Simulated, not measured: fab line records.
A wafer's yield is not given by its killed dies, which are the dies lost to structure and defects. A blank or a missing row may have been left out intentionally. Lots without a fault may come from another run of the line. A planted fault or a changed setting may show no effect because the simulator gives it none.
Split-lot trial	flow n5 finfet	route with 1938 steps; 7 lots, 39 wafers read

## ABOUT THE SPLIT
At N5_SD_EPI_N_EXPOSE_06 (exposes mask SD N BLK, target cd 120 nm), the setting dose mj was moved away from the recipe's 39.75 on 15 of the 39 wafers read, by -5.9% to +2.1%. This setting was run at the recipe's value on the other wafers.

## FROM THE SPLIT TO THE READING: what the file shows between them, 2 steps
- N5_SD_EPI_N_PEB_07: peb time 60 s
- N5_SD_EPI_N_DEVELOP_08: develop time 30 s

## THE READING
cd nm (nm) at N5_SD_EPI_N_CD_MEAS_09, where the cd target is 120 nm. On this fab line, fault-free wafers typically give 119.6 nm with a standard deviation of 0.82 nm.

wafer	tool, chamber at the split	dose mj as run	against the recipe	cd nm, nm	against lot-mates on the recipe
L074.1	arfi scanner-02, 0	37.61	-5.4%	116.2	-2.9
L074.2	arfi scanner-02, 0	37.61	-5.4%	115.3	-3.8
L074.3	arfi scanner-02, 0	39.75	recipe	118.9	-
L074.4	arfi scanner-02, 0	39.75	recipe	119.9	-
L074.5	arfi scanner-02, 0	39.75	recipe	118.5	-
L074.6	arfi scanner-02, 0	37.61	-5.4%	115.4	-3.7
L082.1	arfi scanner-01, 0	39.75	recipe	118.9	-
L082.2	arfi scanner-01, 0	38.14	-4.1%	115.2	-3.6
L082.3	arfi scanner-01, 0	39.75	recipe	119.0	-
L082.4	arfi scanner-01, 0	39.75	recipe	118.4	-
L082.5	arfi scanner-01, 0	38.14	-4.1%	116.2	-2.6
L082.6	arfi scanner-01, 0	38.14	-4.1%	116.2	-2.6
L085.1	arfi scanner-02, 0	39.75	recipe	119.8	-
L085.2	arfi scanner-02, 0	39.75	recipe	119.4	-
L085.3	arfi scanner-02, 0	39.75	recipe	120.3	-
L085.4	arfi scanner-02, 0	39.75	recipe	120.5	-
L085.5	arfi scanner-02, 0	39.75	recipe	119.9	-
L085.6	arfi scanner-02, 0	39.75	recipe	119.6	-
L087.1	arfi scanner-03, 0	39.75	recipe	117.4	-
L087.2	arfi scanner-03, 0	38.84	-2.3%	116.8	-1.4
L087.3	arfi scanner-03, 0	39.75	recipe	118.7	-
L087.4	arfi scanner-03, 0	39.75	recipe	118.4	-
L087.5	arfi scanner-03, 0	38.84	-2.3%	116.7	-1.5
L087.6	arfi scanner-03, 0	38.84	-2.3%	117.7	-0.5
L092.2	arfi scanner-03, 0	39.75	recipe	120.4	-
L092.3	arfi scanner-03, 0	39.75	recipe	120.1	-
L092.5	arfi scanner-03, 0	39.75	recipe	119.8	-
L094.1	arfi scanner-01, 0	37.42	-5.9%	116.1	-3.5
L094.2	arfi scanner-01, 0	39.75	recipe	119.1	-
L094.3	arfi scanner-01, 0	39.75	recipe	119.9	-
L094.4	arfi scanner-01, 0	37.42	-5.9%	115.1	-4.5
L094.5	arfi scanner-01, 0	37.42	-5.9%	116.7	-2.9
L094.6	arfi scanner-01, 0	39.75	recipe	119.8	-
L096.1	arfi scanner-03, 0	40.58	+2.1%	120.2	+0.6
L096.2	arfi scanner-03, 0	40.58	+2.1%	119.5	-0.1
L096.3	arfi scanner-03, 0	39.75	recipe	119.2	-
L096.4	arfi scanner-03, 0	39.75	recipe	119.5	-
L096.5	arfi scanner-03, 0	39.75	recipe	120.0	-
L096.6	arfi scanner-03, 0	40.58	+2.1%	120.4	+0.8

FIT RESULTS
A straight line over all 39 wafers: cd nm changes by +0.656 nm for each +1% of dose mj; r = +0.90; the points scatter about the line by 0.77 nm.
The same after taking each lot's own level away (the mean of its wafers on the recipe; 39 wafers): +0.6 nm for each +1%; r = +0.94; scatter 0.52 nm.
The reading moves by 3.5 nm for the largest change in dose mj, on that fit.
Across the lots, their own levels run from 118.17 to 120.10 nm, a range of 2.4 times the standard deviation given above.
The two slopes are in agreement: the lot-to-lot level therefore moves the slope only a little.
Check: -3.64 nm against its lot-mates is what the line predicts for one of the wafers moved furthest among these (-5.9%) when that wafer is left out of the fit. It came out at -3.5 nm against them.

## THE OTHER SPLITS THESE WAFERS WENT THROUGH
Note: prior to the reading, these wafers also went through further splits. Each is held against what the fit with the lots' levels taken away leaves over:
other split on the same wafers	wafers away from the commonest value	r with cd nm (lot level and that fit taken away)
N5_DUMMY_GATE_ETCH_37 source w	12	+0.22
N5_DUMMY_GATE_ETCH_32 time s	12	+0.31

## THE WHOLE CHAIN: every reading that the file lists as answering this split, in the file's order
step	what it does	reading	change (the file's fit)	r (the file's)
N5_SD_EPI_N_CD_MEAS_09	target cd 120 nm	cd nm	+0.622 nm for each +1% of the setting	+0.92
N5_SD_EPI_N_DESCUM_14	chemistry O2, time 7.9 s	SD_EPI_N.cd nm (the simulator's own value, which no gauge read)	+0.639 nm for each +1% of the setting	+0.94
N5_SD_EPI_N_ETCH_34	etches SiARC in CF4, target depth 45.5 nm, time 75.8 s	SD_EPI_N.cd nm (the simulator's own value, which no gauge read)	+0.612 nm for each +1% of the setting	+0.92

## THE FILE'S OWN FIT
cd nm changes by +0.622 nm for each +1% of dose mj, r = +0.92.
